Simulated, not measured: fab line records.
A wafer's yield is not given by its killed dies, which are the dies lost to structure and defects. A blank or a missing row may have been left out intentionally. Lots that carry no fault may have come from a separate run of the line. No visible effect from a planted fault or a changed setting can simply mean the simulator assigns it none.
What tool caused it? | flow n5-finfet | 30 wafers sampled from 10 lots at 1 step of a route of 1938

WHAT THE GAUGES READ, wafer by wafer
N5_BEOL_M15_INSPECT_30: inspects for defects (macro).
lot  | measured     | on                | raw-defect-count
L564 | day 11 21:01 | defect-inspect-02 | 2 1 2
L565 | day 12 02:17 | defect-inspect-02 | 1 1 2
L569 | day 13 02:02 | defect-inspect-02 | 3 2 3
L571 | day 13 11:53 | defect-inspect-01 | 2 2 4
L573 | day 14 08:23 | defect-inspect-02 | 2 3 1
L574 | day 14 08:44 | defect-inspect-02 | 2 0 2
L577 | day 15 04:17 | defect-inspect-02 | 1 2 4
L579 | day 15 14:55 | defect-inspect-02 | 2 4 2
L585 | day 16 18:19 | defect-inspect-02 | 2 3 4
L587 | day 18 13:16 | defect-inspect-02 | 2 2 2

TOOL THAT RAN EACH LOT (tool first, then ch and the chambers of the sampled wafers, then the start)
The record holds no process step before these readings.

THE ANSWER, worked out from the rows above alone
Rule: usual is defined by the lots themselves. Put in order of their means at a reading, lots are off if they are a third of the lots or fewer, leave a main group of 4 or more, and stand apart from it by a gap of 3 or more times the standard deviation of the main group's means; of several such gaps the widest counts. The tables above print the reading to a certain number of digits; a main group whose means all agree to those digits is not used. A lot without any number at a reading at which 4 lots or more have one is off too. Where the step has rows for the other lots, those lots are counted as sound.
None of the lots is off at any reading shown; this tells nothing.

WHAT THE SIMULATOR HAD PUT IN
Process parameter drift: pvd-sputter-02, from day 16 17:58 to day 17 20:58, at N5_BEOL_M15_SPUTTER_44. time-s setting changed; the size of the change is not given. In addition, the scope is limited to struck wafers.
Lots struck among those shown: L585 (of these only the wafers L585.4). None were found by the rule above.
